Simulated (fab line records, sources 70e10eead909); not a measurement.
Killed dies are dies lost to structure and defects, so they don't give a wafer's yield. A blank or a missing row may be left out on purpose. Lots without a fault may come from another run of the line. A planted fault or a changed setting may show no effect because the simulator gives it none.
Chamber matching | flow nand_harc | NHARC_P_GATE_DESCUM_31 on rie_diel-13: 4 sister chambers
The step chemistry O2, time 3 s. 8 wafers are shown with their chamber, then 12 later ones without.

WAFERS WITH THEIR CHAMBER
wafer  | chamber | drypump_motor_current_A (A) | showerhead_plenum_p_Torr (Torr)
L081.3 | 2       | 6.1                         | 1.98
L084.1 | 2       | 6.1                         | 1.98
L083.3 | 3       | 5.1                         | 1.88
L086.3 | 1       | 6.1                         | 1.91
L086.5 | 0       | 5.6                         | 1.93
L092.1 | 0       | 5.6                         | 1.93
L092.3 | 3       | 5.0                         | 1.88
L092.5 | 1       | 6.1                         | 1.90

WAFERS WITHOUT THEIR CHAMBER
wafer  | drypump_motor_current_A (A) | showerhead_plenum_p_Torr (Torr)
L093.2 | 6.1                         | 1.90
L093.3 | 5.0                         | 1.88
L093.6 | 6.1                         | 1.90
L094.2 | 6.2                         | 1.97
L094.4 | 6.1                         | 1.90
L094.5 | 6.1                         | 1.90
L095.1 | 5.6                         | 1.93
L095.4 | 6.2                         | 1.97
L095.5 | 6.1                         | 1.90
L096.2 | 6.1                         | 1.90
L096.4 | 5.6                         | 1.93
L096.5 | 6.1                         | 1.90

WHICH CHAMBER EACH WENT THROUGH
wafer  | from the rows above | in truth
L093.2 | 1                   | 1
L093.3 | 3                   | 3
L093.6 | 1                   | 1
L094.2 | 2                   | 2
L094.4 | 1                   | 1
L094.5 | 1                   | 1
L095.1 | 0                   | 0
L095.4 | 2                   | 2
L095.5 | 1                   | 1
L096.2 | 1                   | 1
L096.4 | 0                   | 0
L096.5 | 1                   | 1
Placed correctly: 12 of 12. Can't be placed from these rows: 0. Placed wrongly: 0.
How it was worked out, from the rows above alone: a wafer's distance from a chamber is the root of the sum, over the readings, of the square of ((its reading less the chamber's mean) divided by the reading's scatter). The wafer belongs to the nearest chamber; if the next one is less than 2 further off, it can't be placed. A chamber's mean is the mean of its shown wafers. The scatter: the root of (the sum of the squares of (reading less its chamber's mean) over the shown wafers, divided by (wafers less chambers)).
